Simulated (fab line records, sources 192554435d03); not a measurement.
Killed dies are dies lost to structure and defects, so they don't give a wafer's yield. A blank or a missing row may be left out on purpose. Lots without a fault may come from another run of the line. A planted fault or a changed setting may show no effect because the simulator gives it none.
Problem report in the 8D (eight disciplines) form, filled by code | flow n5_finfet | the parts of the form that need people (team, actions taken, sign-off) are left out

1. THE PROBLEM
killed_at_M0_to_M3 at N5_PASSIVATION_PROBE_49 reads a mean of 1092 on 3 wafers of 2 lots; wafers without a fault read 34 with a standard deviation of 9.7. That is +99 or more standard deviations from the usual mean.
First seen on wafer L179.1, day 14 23:52, on prober-01. The record holds 18 wafers of 6 lots with a number at this step. Rule for "out", or "out of limits": more than 4 standard deviations from the usual mean. The other wafers with a number count as sound.

2. WHAT IT IS AND WHAT IT IS NOT
question                    | is                                                                                                                     | is not
which readings at this step | killed_at_M0_to_M3, defect_limited_yield, killed_dies, killed_on_rim, sort_bin_5_function, sort_n_pass, sort_yield_pct | killed_at_M4_up, killed_at_contacts, killed_at_other, killed_open, killed_short, sort_bin_4_leakage
which lots                  | L179, L182                                                                                                             | L176, L185, L186, L191
which wafers of those lots  | L179.1, L179.6, L182.1                                                                                                 | L179.2, L182.2, L182.5
read on which tools         | prober-01                                                                                                              | prober-02
when                        | from day 14 23:52                                                                                                      | up to then (3 sound wafers); but 12 sound wafers of L179, L182, L185, L186, L191 came after

3. SUSPECTS, AND WHAT RULES EACH OUT
Counting: a tool at a process step up to the reading stays a suspect if it ran every lot that is out. Sound lots after the first of them don't rule it out here, since some wafers of a struck lot are sound.
- rie_diel-04 at N5_BEOL_M0_ETCH_109 (etches SiCN in CH3F/O2, target depth 8 nm, overetch 2.4 nm, time 27.4 s): kept. It ran every lot that is out, first L179 (day 7 18:43); its last sound lot up to then is L176 (day 7 00:59).
- rie_metal-02 at N5_PASSIVATION_ETCH_59 (etches TaN in Cl2/BCl3, target depth 65 nm, time 34.9 s): kept. It ran every lot that is out, first L179 (day 14 19:25).
- prober-01 at N5_PASSIVATION_PROBE_49: kept. It ran every lot that is out, first L179 (day 14 23:52); its last sound lot up to then is L176 (day 13 19:39). Its own readings are out on those wafers: defect_limited_yield, killed_at_M0_to_M3, killed_dies, killed_on_rim, sort_bin_5_function, sort_n_pass, sort_yield_pct.
- Within rie_diel-04 at N5_BEOL_M0_ETCH_109: the wafers that are out ran in chamber 0; their sound lot-mates ran in chambers 1, 2.
Left after counting: rie_diel-04 at N5_BEOL_M0_ETCH_109, rie_metal-02 at N5_PASSIVATION_ETCH_59, prober-01 at N5_PASSIVATION_PROBE_49.

4. THE CAUSE (what the simulator had put in)
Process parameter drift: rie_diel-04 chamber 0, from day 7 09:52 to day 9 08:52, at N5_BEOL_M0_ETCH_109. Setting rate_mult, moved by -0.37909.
Counting left 3 suspects, and this tool is among them.

5. THE CHAIN OF EFFECTS, in route order
Each row: a reading whose mean over the struck wafers that have a number lies more than 3 standard deviations from the usual. Only readings for which the record gives a usual standard deviation are gone through. hours: the time from each lot's start at the first step in this table that gives one to its start at this step, as a median over the lots. sigmas: the change in usual standard deviations.
hours | step                    | reading              | usual  | on struck wafers | change | sigmas
0     | N5_PASSIVATION_PROBE_49 | defect_limited_yield | 91.1 % | 0.0              | -91.1  | -65
0     | N5_PASSIVATION_PROBE_49 | killed_at_M0_to_M3   | 34     | 1092             | +1058  | +99 or more
0     | N5_PASSIVATION_PROBE_49 | killed_dies          | 105    | 1180             | +1075  | +67
0     | N5_PASSIVATION_PROBE_49 | killed_on_rim        | 13     | 152              | +139   | +34
0     | N5_PASSIVATION_PROBE_49 | sort_bin_5_function  | 5.2 %  | 95.6             | +90.4  | +99 or more
0     | N5_PASSIVATION_PROBE_49 | sort_n_pass          | 1074   | 0                | -1074  | -63
0     | N5_PASSIVATION_PROBE_49 | sort_yield_pct       | 91.0 % | 0.0              | -91.0  | -61
The process steps in it:
- N5_PASSIVATION_PROBE_49

6. WHAT WOULD HAVE CAUGHT IT SOONER
In this record the first reading out of limits was taken at day 14 23:52, 182 hours after the fault began at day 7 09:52.
Of the tool readings at N5_BEOL_M0_ETCH_109 for which the record gives a usual standard deviation, none was out on any struck wafer, so an alarm limit of 4 standard deviations on them would not have fired.
All the lots that are out (2) had begun N5_BEOL_M0_ETCH_109 on rie_diel-04 by day 14 23:52. A hold on the tool at that time would have spared none of them.
